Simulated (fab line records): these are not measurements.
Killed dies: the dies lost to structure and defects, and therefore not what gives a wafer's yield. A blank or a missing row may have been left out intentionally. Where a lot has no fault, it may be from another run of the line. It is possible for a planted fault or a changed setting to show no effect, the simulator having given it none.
fab line records    flow nand-harc
record lots=6  wafers=18  last-day=33
route steps=1302 shown P_CONTACT@249 P_M0@253 END@1302
lots that met no fault: taken from a fault-free run of the same line
start-h: hours from the record's first day to the start of the lot's first wafer shown    wait-h: hours elapsed since this lot's preceding step    " identical to the entry in the row above    L1.1+2: a single row standing in for several wafers    - value missing, or start not given    * or withheld: withheld    < > ~ a bound
route shown NAME@n: names a module that has steps shown in the file, with the first one's number in the route    usual: mean/standard deviation of fault-free wafers    same: alike in all rows    chamber/n: place in a boat    sites: per-site readings    _std_site: standard deviation of those values    _edge_site: mean of outer sites minus mean of inner sites    radius-mm: for every site, how far away it sits from the centre of the wafer    mask NAME#n: copy n    behind: the tool/chamber that last shaped the wafer    hold: the reason the lot was held/the length of the hold in hours/how it ended    device: transistor that didn't switch, given as n, p or np    end of line: at the end of the route, the tests of the same wafers    a step given without rows: its recipe and nothing more    killed: dies that structure and defects cost at the first sort, which is not the same as the wafer's yield    map: a wafer's dies, marking killed ones x, the rest . and places with no die _
set.NAME: the setting as run; set.NAME@STEP: as run at that earlier step    model.NAME: the simulator's own value behind a step, which no gauge read
a table for each step, a row for each wafer; lots at some steps of the route
services: the hour from which a tool's chamber was out of use, counted from the record's first day as start-h (under 0 if before that day), plus the number of hours and why
## steps
# step NHARC_P_CONTACT_CMP_24
# recipe t-overpolish-s=30  target-thk-nm=200
# usual edge-zone-pressure-frac=1.000/0.005  motor-current-A=11.5/1.3  overpolish-run-s=30.001/0.0087  time-to-endpoint-s=40/3
lot.wafer  tool    chamber  start-h  wait-h  edge-zone-pressure-frac  motor-current-A  overpolish-run-s  time-to-endpoint-s
L687.2     cmp-03  1        139.64   0.6     0.997                    11.2             29.995            42
L687.1     "       2        "        "       0.999                    11.2             29.999            41
L687.6     "       3        "        "       0.994                    11.0             30.010            42
L689.4     cmp-01  1        155.77   0.4     0.998                    11.0             30.004            39
L689.3     "       2        "        "       1.005                    10.4             30.007            44
L689.5     "       1        "        "       0.991                    11.8             30.020            41
L697.4     cmp-03  2        237.01   0.4     0.990                    10.8             29.998            44
L697.1     "       0        "        "       1.005                    11.9             29.984            38
L697.6     "       3        "        "       1.003                    10.1             29.995            42
L700.4     cmp-02  1        267.63   0.4     1.004                    10.9             29.999            40
L700.6     "       0        "        "       0.996                    11.7             29.991            38
L700.5     "       1        "        "       0.995                    10.7             29.999            38
L703.2     cmp-01  0        307.83   0.6     0.999                    12.2             30.010            43
L703.6     "       3        "        "       1.003                    12.1             29.986            36
L703.5     "       0        "        "       0.999                    11.9             30.000            40
L707.2     cmp-01  0        341.25   0.5     0.995                    12.4             29.996            41
L707.6     "       2        "        "       1.001                    10.6             30.016            43
L707.5     "       3        "        "       0.995                    12.4             30.009            36
# step NHARC_P_CONTACT_SRD_26
# step NHARC_P_CONTACT_INSPECT_27
# usual raw-defect-count=266/130
lot.wafer  tool               chamber  start-h  wait-h  raw-defect-count
L687.1     defect-inspect-02  -        139.99   0.1     315
L687.2     "                  -        "        "       210
L687.6     "                  -        "        "       155
L689.3     defect-inspect-02  -        156.15   0.1     282
L689.4     "                  -        "        "       282
L689.5     "                  -        "        "       449
L697.1     defect-inspect-02  -        237.41   0.1     208
L697.4     "                  -        "        "       309
L697.6     "                  -        "        "       276
L700.4     defect-inspect-02  -        268.01   0.1     94
L700.5     "                  -        "        "       169
L700.6     "                  -        "        "       198
L703.2     defect-inspect-01  -        308.21   0.1     256
L703.5     "                  -        "        "       369
L703.6     "                  -        "        "       434
L707.2     defect-inspect-02  -        341.60   0.1     326
L707.5     "                  -        "        "       310
L707.6     "                  -        "        "       320
# step NHARC_P_M0_DEP_00
# recipe target-thk-a=1500  target-thk-nm=150  temp-c=withheld  pressure-torr=5  flow-sccm=200  rf-w=600  material=SiOC
# step NHARC_P_M0_DEHYDRATE_01
# recipe temp-c=150  time-s=120
# step NHARC_P_M0_HMDS_02
# recipe time-s=30
# step NHARC_P_M0_COAT_33
# recipe temp-c=200  time-s=65
# step NHARC_P_M0_COAT_03
# recipe spin-rpm=1500  resist-thk-nm=90
# step NHARC_P_M0_SOFTBAKE_04
# recipe temp-c=105  time-s=55
# step NHARC_P_M0_EBR_05
# step NHARC_P_M0_EXPOSE_06
# recipe na=1.35  target-cd-nm=90  dose-mj=81.28  mask-id=P_M0
# step NHARC_P_M0_PEB_07
# recipe peb-temp-c=100  peb-time-s=65
# usual heater-power-total-W=156.6/0.43  plate-temp-C=99.99/0.15
lot.wafer  tool            chamber  start-h  wait-h  heater-power-total-W  plate-temp-C
L687.1     litho-track-01  0        140.82   0.1     157.0                 99.95
L687.2     "               0        "        "       156.2                 100.04
L687.6     "               0        "        "       156.8                 99.86
L689.3     litho-track-06  0        156.97   0.0     156.8                 100.03
L689.4     "               0        "        "       156.8                 100.05
L689.5     "               0        "        "       156.2                 100.13
L697.1     litho-track-06  0        238.23   0.1     162.3                 102.48
L697.4     "               0        "        "       162.4                 102.52
L697.6     "               0        "        "       162.4                 102.51
L700.4     litho-track-06  0        268.88   0.0     161.4                 102.61
L700.5     "               0        "        "       161.4                 102.57
L700.6     "               0        "        "       162.0                 102.41
L703.2     litho-track-04  0        309.03   0.1     156.2                 99.93
L703.5     "               0        "        "       157.0                 99.87
L703.6     "               0        "        "       157.1                 99.98
L707.2     litho-track-01  0        342.30   0.1     156.2                 99.81
L707.5     "               0        "        "       156.3                 100.22
L707.6     "               0        "        "       156.5                 100.02
# step NHARC_P_M0_DEVELOP_08
# recipe develop-time-s=35  dev-temp-c=23
# step NHARC_P_M0_CD_MEAS_09
# recipe target-cd-nm=90  landing-energy-ev=500
# usual cd-nm=90.3/0.62
lot.wafer  tool       chamber  start-h  wait-h  cd-nm
L687.1     cd-sem-01  0        140.90   -       89.9
L687.2     "          0        "        "       90.3
L687.6     "          0        "        "       89.9
L689.3     cd-sem-01  0        157.05   -       90.6
L689.4     "          0        "        "       91.0
L689.5     "          0        "        "       90.3
L697.1     cd-sem-01  0        238.31   -       99.3
L697.4     "          0        "        "       99.9
L697.6     "          0        "        "       99.0
L700.4     cd-sem-03  0        268.96   -       97.9
L700.5     "          0        "        "       98.5
L700.6     "          0        "        "       98.8
L703.2     cd-sem-01  0        309.11   -       91.1
L703.5     "          0        "        "       90.4
L703.6     "          0        "        "       91.0
L707.2     cd-sem-01  0        342.38   -       90.3
L707.5     "          0        "        "       89.4
L707.6     "          0        "        "       89.3
# step NHARC_P_M0_OVL_MEAS_10
# recipe pitch-nm=180
# usual overlay-x-nm=0.1/0.84  overlay-y-nm=-0.1/0.97
lot.wafer  tool        chamber  start-h  wait-h  overlay-x-nm  overlay-y-nm
L687.1     overlay-01  -        140.99   -       -0.1          -1.5
L687.2     "           -        "        "       -0.4          -1.4
L687.6     "           -        "        "       0.2           -1.5
L689.3     overlay-01  -        157.14   -       0.1           -0.4
L689.4     "           -        "        "       -0.7          -0.5
L689.5     "           -        "        "       0.0           -0.1
L697.1     overlay-02  -        238.40   -       0.9           -1.0
L697.4     "           -        "        "       0.3           -1.7
L697.6     "           -        "        "       0.2           -1.2
L700.4     overlay-02  -        269.04   -       0.8           -0.4
L700.5     "           -        "        "       1.4           -0.3
L700.6     "           -        "        "       1.4           -0.3
L703.2     overlay-01  -        309.19   -       0.7           0.0
L703.5     "           -        "        "       0.2           0.1
L703.6     "           -        "        "       0.6           0.2
L707.2     overlay-01  -        342.47   -       -1.9          1.5
L707.5     "           -        "        "       -2.0          1.0
L707.6     "           -        "        "       -2.3          1.2
# step NHARC_P_M0_INSPECT_11
# usual raw-defect-count=4.9/2.6
lot.wafer  tool               chamber  start-h  wait-h  raw-defect-count
L687.1     defect-inspect-02  -        141.02   0.0     4
L687.2     "                  -        "        "       9
L687.6     "                  -        "        "       4
L689.3     defect-inspect-02  -        157.17   0.0     8
L689.4     "                  -        "        "       7
L689.5     "                  -        "        "       9
L697.1     defect-inspect-02  -        238.44   0.0     3
L697.4     "                  -        "        "       1
L697.6     "                  -        "        "       0
L700.4     defect-inspect-02  -        269.08   0.0     4
L700.5     "                  -        "        "       3
L700.6     "                  -        "        "       5
L703.2     defect-inspect-01  -        309.23   0.0     8
L703.5     "                  -        "        "       5
L703.6     "                  -        "        "       5
L707.2     defect-inspect-02  -        342.50   0.0     4
L707.5     "                  -        "        "       7
L707.6     "                  -        "        "       1
# step NHARC_P_M0_DESCUM_14
# recipe time-s=3  o2-flow-sccm=200  ar-flow-sccm=0  bias-power-w=0  chemistry=O2
# usual drypump-motor-current-A=5.8/0.31  oes-product-au=1.002/0.01  rf-vpp-V=57.6/0.91  showerhead-plenum-p-Torr=1.89/0.097  throttle-valve-pct=11.311/0.0097
lot.wafer  tool         chamber  start-h  wait-h  drypump-motor-current-A  oes-product-au  rf-hours-counter-h  rf-vpp-V  showerhead-plenum-p-Torr  throttle-valve-pct  model.P_M0.cd-nm
L687.2     rie-diel-08  0        141.08   0.1     5.9                      1.024           38                  56.4      1.90                      11.314              90.56
L687.1     "            1        "        "       6.3                      1.008           38                  58.0      1.77                      11.303              90.71
L687.6     "            0        "        "       5.9                      1.015           -                   56.4      1.90                      11.310              90.28
L689.3     rie-diel-08  0        157.25   0.1     5.9                      1.011           42                  58.7      1.90                      11.307              90.53
L689.4     "            1        "        "       6.3                      1.005           44                  57.1      1.77                      11.303              90.58
L689.5     "            2        "        "       5.9                      1.011           -                   57.6      1.79                      11.313              89.74
L697.4     rie-diel-04  2        238.51   0.1     6.0                      0.988           12                  56.6      2.00                      11.315              99.62
L697.1     "            3        "        "       5.7                      0.986           8                   57.1      2.05                      11.311              99.92
L697.6     "            2        "        "       6.0                      0.983           -                   58.0      2.00                      11.315              98.86
L700.4     rie-diel-08  2        269.14   0.1     6.0                      0.988           27                  56.9      1.78                      11.311              98.05
L700.5     "            2        "        "       6.0                      1.007           -                   58.1      1.78                      11.309              98.7
L700.6     "            3        "        "       5.2                      1.008           -                   58.4      1.93                      11.311              99.25
L703.2     rie-diel-04  2        309.65   0.4     6.0                      0.986           24                  57.2      1.99                      11.286              91.13
L703.6     "            1        "        "       5.5                      1.018           -                   58.5      1.86                      11.290              91.51
L703.5     "            2        "        "       6.0                      0.991           -                   58.0      1.99                      11.309              90.67
L707.2     rie-diel-04  1        342.58   0.1     5.4                      1.008           30                  58.0      1.86                      11.316              90.45
L707.5     "            0        "        "       5.8                      0.986           -                   57.5      1.78                      11.303              89.08
L707.6     "            2        "        "       6.0                      0.980           -                   58.6      1.99                      11.319              89.67
# step NHARC_P_M0_ETCH_34
# recipe target-depth-a=400  overetch-a=120  time-s=43.94  ion-energy-ev=200  n2-flow-sccm=150  h2-flow-sccm=150  ar-flow-sccm=0  rf-w=400  bias-w=150  chemistry=N2/H2
# usual drypump-motor-current-A=5.81/0.3  h2-flow-sccm=150.0/0.48  oes-product-au=1.002/0.0095  rf-vpp-V=430/3.2  showerhead-plenum-p-Torr=2.02/0.11  throttle-valve-pct=14.171/0.0086
lot.wafer  tool         chamber  start-h  wait-h  drypump-motor-current-A  h2-flow-sccm  oes-product-au  rf-hours-counter-h  rf-vpp-V  showerhead-plenum-p-Torr  throttle-valve-pct
L687.2     rie-diel-08  0        141.18   0.1     5.89                     150.4         1.013           38                  431       2.03                      14.192
L687.1     "            2        "        "       5.98                     148.5         1.014           37                  428       1.91                      14.166
L687.6     "            0        "        "       5.89                     150.1         1.013           -                   430       2.03                      14.164
L689.4     rie-diel-08  1        157.33   0.1     6.33                     149.5         1.007           44                  426       1.89                      14.186
L689.3     "            3        "        "       5.18                     149.9         1.002           41                  431       2.07                      14.164
L689.5     "            1        "        "       6.34                     149.5         1.001           -                   426       1.89                      14.162
L697.4     rie-diel-04  1        238.59   0.1     5.49                     150.3         1.011           12                  428       1.99                      14.177
L697.1     "            2        "        "       6.00                     150.7         0.988           12                  434       2.13                      14.167
L697.6     "            2        "        "       6.00                     150.6         1.000           -                   433       2.13                      14.163
L700.4     rie-diel-08  2        269.24   0.1     5.97                     150.1         0.993           27                  424       1.89                      14.185
L700.5     "            0        "        "       5.89                     150.0         1.015           -                   431       2.01                      14.177
L700.6     "            1        "        "       6.30                     150.0         0.996           -                   435       2.21                      14.175
L703.2     rie-diel-04  2        309.75   0.1     5.99                     150.3         0.992           24                  434       2.13                      14.162
L703.6     "            1        "        "       5.47                     150.2         1.010           -                   428       1.99                      14.165
L703.5     "            2        "        "       5.99                     149.9         0.994           -                   434       2.13                      14.175
L707.2     rie-diel-04  0        342.67   0.1     5.80                     148.4         0.987           23                  427       1.89                      14.158
L707.6     "            0        "        "       5.80                     150.5         0.992           -                   427       1.89                      14.177
L707.5     "            2        "        "       5.98                     149.5         0.985           -                   432       2.12                      14.178
# step NHARC_P_M0_ETCH_15
# recipe target-depth-a=1500  overetch-a=150  time-s=82.5  c4f8-flow-sccm=withheld  ar-flow-sccm=400  rf-w=600  bias-w=300  chemistry=C4F8/Ar
# usual oes-product-au=0.952/0.021  rf-vpp-V=440/3.2
lot.wafer  tool         chamber  start-h  wait-h  oes-product-au  rf-hours-counter-h  rf-vpp-V  model.P_M0.cd-nm
L687.2     rie-diel-08  3        -        -       0.939           37                  443       90.36
L687.1     "            0        "        "       0.937           38                  441       90.75
L687.6     "            2        "        "       0.938           -                   437       90.15
L689.3     rie-diel-08  1        -        -       0.975           44                  436       90.84
L689.4     "            2        "        "       0.974           43                  436       90.15
L689.5     "            0        "        "       0.988           -                   440       89.32
L697.1     rie-diel-04  1        -        -       0.946           12                  438       100.2
L697.4     "            2        "        "       0.941           12                  443       99.7
L697.6     "            1        "        "       0.946           -                   439       99.09
L700.4     rie-diel-08  1        -        -       0.973           17                  445       98.49
L700.6     "            1        "        "       0.978           -                   446       98.88
L700.5     "            2        "        "       0.959           -                   437       99.17
L703.2     rie-diel-04  2        -        -       0.925           24                  444       91.15
L703.5     "            2        "        "       0.922           -                   443       90.89
L703.6     "            3        "        "       0.930           -                   445       91.43
L707.2     rie-diel-04  1        -        -       0.953           30                  440       90.71
L707.6     "            0        "        "       0.930           -                   438       89.72
L707.5     "            1        "        "       0.947           -                   439       89.14
# step NHARC_P_M0_CD_MEAS_16
# usual cd-nm=90.3/0.82
lot.wafer  tool       chamber  start-h  wait-h  cd-nm
L687.1     cd-sem-02  -        141.38   -       91.0
L687.2     "          -        "        "       89.9
L687.6     "          -        "        "       89.9
L689.3     cd-sem-02  -        157.54   -       90.9
L689.4     "          -        "        "       90.0
L689.5     "          -        "        "       89.5
L697.1     cd-sem-02  -        238.81   -       100.3
L697.4     "          -        "        "       99.6
L697.6     "          -        "        "       99.1
L700.4     cd-sem-01  -        269.55   -       98.5
L700.5     "          -        "        "       99.2
L700.6     "          -        "        "       99.2
L703.2     cd-sem-02  -        309.97   -       91.3
L703.5     "          -        "        "       90.9
L703.6     "          -        "        "       91.6
L707.2     cd-sem-01  -        342.91   -       90.5
L707.5     "          -        "        "       88.9
L707.6     "          -        "        "       89.8
# step NHARC_END_SORT_01
# recipe temp-c=25
# usual defect-limited-yield=92.0/2.8  killed-at-array=49/19  killed-at-other=0.9/1.1  killed-at-periphery=4.0/2.7  killed-dies=54/19  killed-open=3.3/1.8  killed-short=2.6/1.6  sort_bin_2_pct=2.9/1.2  sort_bin_3_pct=0.5/0.36  sort_bin_4_pct=4.6/1.5  sort-n-pass=623/19  sort-rim-yield-pct=91/4.7  sort-yield-pct=92.0/2.8
# same gross-dies=677  sort_bin_5_pct[%]=0  sort_bin_6_pct[%]=0  sort_bin_7_pct[%]=0  sort_bin_8_pct[%]=0  sort-rim-n-gross=106.00
lot.wafer  tool       chamber  start-h  wait-h  defect-limited-yield[%]  killed-at-array  killed-at-other  killed-at-periphery  killed-dies  killed-open  killed-short  sort_bin_2_pct[%]  sort_bin_3_pct[%]  sort_bin_4_pct[%]  sort-n-pass  sort-rim-yield-pct[%]  sort-yield-pct[%]
L687.1     prober-02  0        580.95   2.5     93.4                     43               0                2                    45           4            5             2.7                0.4                3.5                632          86                     93.4
L687.2     prober-02  0        581.74   2.8     92.8                     43               1                5                    49           1            2             2.4                0.3                4.6                628          93                     92.8
L687.6     prober-02  0        584.91   4.0     92.5                     50               0                1                    51           1            2             2.4                0.6                4.6                626          89                     92.5
L689.3     prober-01  0        584.69   3.1     86.7                     88               0                2                    90           1            0             5.2                1.6                6.5                587          88                     86.7
L689.4     prober-01  0        585.49   3.4     88.0                     76               0                5                    81           4            4             4.6                1.3                6.1                596          81                     88.0
L689.5     prober-01  0        586.28   3.7     91.4                     49               1                8                    58           1            2             3.2                1.0                4.3                619          85                     91.4
L697.1     prober-02  0        685.57   2.5     94.5                     34               3                0                    37           1            2             2.1                0.6                2.8                640          90                     94.5
L697.4     prober-02  0        687.95   3.4     93.4                     40               1                4                    45           5            3             2.5                0.3                3.8                632          89                     93.4
L697.6     prober-02  0        689.53   4.0     93.4                     42               2                1                    45           3            0             1.9                0.7                4.0                632          95                     93.4
L700.4     prober-02  0        724.95   3.4     94.4                     33               2                3                    38           7            4             1.3                0.1                4.1                639          91                     94.4
L700.5     prober-02  0        725.75   3.7     95.9                     24               0                4                    28           2            4             1.0                0.3                2.8                649          85                     95.9
L700.6     prober-02  0        726.55   4.0     96.6                     19               1                3                    23           2            5             1.2                0.3                1.9                654          99                     96.6
L707.2     prober-02  0        780.10   2.8     96.5                     19               2                3                    24           5            4             1.3                0                  2.2                653          93                     96.5
L707.5     prober-02  0        782.48   3.7     95.7                     24               2                3                    29           4            5             1.0                0.4                2.8                648          95                     95.7
L707.6     prober-02  0        783.27   4.0     96.6                     22               1                0                    23           1            4             1.0                0.3                2.1                654          97                     96.6
# killed by level:class
L687.1 A_CHANNEL_HOLE_D2:chamber-film-flake=21 A_CHANNEL_HOLE_D1:chamber-film-flake=3 A_CHANNEL_FILL_D1:chamber-film-flake=3 A_CONTACT:chamber-film-flake=3 A_ONON_D1:geometric-particle:short=2 P_GATE:chamber-film-flake=2 A_DECK1_JOINT:chamber-film-flake=2 A_CHANNEL_HOLE_D1:geometric-particle:open=1
L687.2 A_CHANNEL_HOLE_D2:chamber-film-flake=32 P_GATE:chamber-film-flake=3 A_CHANNEL_FILL_D1:chamber-film-flake=3 A_CHANNEL_HOLE_D1:chamber-film-flake=2 A_CONTACT:chamber-film-flake=2 P_M0:geometric-particle:short=1 A_ONON_D1:geometric-particle:open=1 A_SGD_CUT:geometric-particle:short=1
L689.3 A_CHANNEL_HOLE_D2:chamber-film-flake=30 A_SLIT:chamber-film-flake=27 A_CHANNEL_HOLE_D1:chamber-film-flake=19 A_STAIRCASE:chamber-film-flake=7 A_CHANNEL_FILL_D2:chamber-film-flake=3 A_M0:geometric-particle:open=1 P_STI:chamber-film-flake=1 P_GATE:chamber-film-flake=1
L687.6 A_CHANNEL_HOLE_D2:chamber-film-flake=37 A_CONTACT:chamber-film-flake=5 A_CHANNEL_HOLE_D1:chamber-film-flake=2 A_CHANNEL_FILL_D1:chamber-film-flake=2 A_ONON_D1:geometric-particle:short=1 A_ONON_D2:geometric-particle:short=1 A_CONTACT:geometric-particle:open=1 P_GATE:chamber-film-flake=1
L689.4 A_CHANNEL_HOLE_D1:chamber-film-flake=36 A_CHANNEL_HOLE_D2:chamber-film-flake=18 A_SLIT:chamber-film-flake=12 P_ZERO_WELL:chamber-film-flake=3 P_GATE:chamber-film-flake=2 A_STAIRCASE:chamber-film-flake=2 A_CHANNEL_HOLE_D1:geometric-particle:short=1 A_CHANNEL_FILL_D1:geometric-particle:short=1
L689.5 A_CHANNEL_HOLE_D2:chamber-film-flake=15 A_SLIT:chamber-film-flake=15 A_CHANNEL_HOLE_D1:chamber-film-flake=11 A_STAIRCASE:chamber-film-flake=4 P_ZERO_WELL:chamber-film-flake=3 P_STI:chamber-film-flake=2 P_GATE:chamber-film-flake=2 A_CONTACT:chamber-film-flake=2
L697.1 A_CHANNEL_HOLE_D1:chamber-film-flake=19 A_WL_FILL:chamber-film-flake=4 A_STAIRCASE:chamber-film-flake=3 A_DECK1_JOINT:chamber-film-flake=2 A_CONTACT:chamber-film-flake=2 THIN_TSV:chamber-film-flake=2 A_ONON_D1:geometric-particle:short=1 A_M0:geometric-particle:short=1
L697.4 A_CHANNEL_HOLE_D1:chamber-film-flake=23 A_WL_FILL:chamber-film-flake=4 P_GATE:geometric-particle:open=3 A_CHANNEL_FILL_D1:chamber-film-flake=3 A_CONTACT:chamber-film-flake=3 A_STAIRCASE:chamber-film-flake=2 P_M1:geometric-particle:open=1 A_ONON_D2:geometric-particle:open=1
L697.6 A_CHANNEL_HOLE_D1:chamber-film-flake=32 A_WL_FILL:chamber-film-flake=5 A_CHANNEL_FILL_D1:chamber-film-flake=3 THIN_TSV:chamber-film-flake=2 P_CONTACT:geometric-particle:open=1 A_CHANNEL_FILL_D1:geometric-particle:open=1 A_CHANNEL_HOLE_D2:geometric-particle:open=1
L700.4 A_CHANNEL_HOLE_D1:chamber-film-flake=9 A_SLIT:chamber-film-flake=7 A_CONTACT:chamber-film-flake=6 P_M0:geometric-particle:open=2 A_CHANNEL_FILL_D1:geometric-particle:short=2 A_DECK1_JOINT:geometric-particle:open=2 A_CHANNEL_HOLE_D2:chamber-film-flake=2 A_ONON_D1:geometric-particle:short=1
L700.5 A_CHANNEL_HOLE_D1:chamber-film-flake=11 A_SLIT:chamber-film-flake=4 A_CONTACT:chamber-film-flake=3 A_CHANNEL_HOLE_D2:chamber-film-flake=2 P_GATE:geometric-particle:short=1 P_M0:geometric-particle:short=1 A_ONON_D1:geometric-particle:open=1 A_DECK1_JOINT:geometric-particle:short=1
L700.6 A_CHANNEL_HOLE_D1:chamber-film-flake=9 A_CONTACT:chamber-film-flake=3 A_WL_FILL:geometric-particle:short=2 P_ZERO_WELL:chamber-film-flake=2 A_SLIT:chamber-film-flake=2 P_STI:geometric-particle:short=1 A_ONON_D1:geometric-particle:short=1 A_CHANNEL_FILL_D1:geometric-particle:open=1
L707.2 A_SLIT:chamber-film-flake=4 A_CONTACT:chamber-film-flake=4 P_CONTACT:geometric-particle:open=2 HYBRID_BOND:chamber-film-flake=2 P_M0:geometric-particle:short=1 A_CHANNEL_FILL_D1:geometric-particle:open=1 A_ONON_D2:geometric-particle:short=1 A_CHANNEL_FILL_D2:geometric-particle:open=1
L707.5 A_CONTACT:chamber-film-flake=9 A_STAIRCASE:chamber-film-flake=5 A_SLIT:chamber-film-flake=3 A_CHANNEL_FILL_D1:geometric-particle:open=2 P_STI:geometric-particle:short=1 P_CONTACT:geometric-particle:open=1 A_ONON_D1:geometric-particle:short=1 A_DECK1_JOINT:geometric-particle:short=1
L707.6 A_SLIT:chamber-film-flake=7 A_CONTACT:chamber-film-flake=6 A_STAIRCASE:chamber-film-flake=3 A_CHANNEL_FILL_D1:geometric-particle:short=1 A_ONON_D2:geometric-particle:short=1 A_SGD_CUT:geometric-particle:short=1 A_CONTACT:geometric-particle:open=1 STARTING-WAFER:geometric-particle:short=1
## services
tool            chamber  start-h  hours  kind
cmp-03          -        121.61   0.5    repair
cmp-02          -        134.50   4.0    pm
rie-diel-04     3        136.82   3.1    repair
rie-diel-08     -        143.67   0.3    repair
litho-track-01  -        155.00   7.0    pm
cmp-03          -        162.00   4.0    pm
rie-diel-04     -        177.90   9.0    pm
cmp-02          -        178.11   2.7    repair
litho-track-06  -        179.00   7.0    pm
cmp-01          -        186.83   4.0    pm
rie-diel-08     -        190.80   9.0    pm
rie-diel-04     3        194.65   10.0   repair
cmp-02          -        208.11   1.2    repair
rie-diel-08     1        209.43   16.6   repair
cmp-02          -        232.51   4.0    pm
cmp-01          -        245.14   0.5    repair
rie-diel-04     1        247.63   2.5    repair
cmp-02          -        252.66   3.2    repair
cmp-03          -        260.00   4.0    pm
cmp-01          -        284.83   4.0    pm
rie-diel-04     0        305.58   25.3   repair
rie-diel-04     3        325.73   2.9    repair
litho-track-01  -        330.00   7.0    pm
rie-diel-04     3        339.09   7.5    repair
## key
first-sign step=NHARC_P_M0_PEB_07  reading=plate-temp-C  direction=up  sigmas=17  usual=*  struck=*
effect step=NHARC_P_M0_PEB_07  reading=heater-power-total-W  direction=up  sigmas=13  usual=*  struck=*
effect step=NHARC_P_M0_CD_MEAS_09  reading=cd-nm  direction=up  sigmas=14  usual=90.3  struck=98.9
effect step=NHARC_P_M0_CD_MEAS_16  reading=cd-nm  direction=up  sigmas=11  usual=90.3  struck=99.3
model-effect step=NHARC_P_M0_DESCUM_14  value=P_M0.cd-nm  without=90.32  struck=99.07
model-effect step=NHARC_P_M0_ETCH_15  value=P_M0.cd-nm  without=90.51  struck=99.25
met-at NHARC_P_M0_PEB_07
struck-wafers L697.1,L697.4,L697.6,L700.4,L700.5,L700.6
onset-between 156.97 238.23
fault kind=process-parameter-drift  tool=litho-track-06  chamber=-  onset-h=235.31  steps=NHARC_P_M0_PEB_07  channel=peb-temp-c  offset=*  shape=step  end-h=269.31  acts-in=*  stated=*
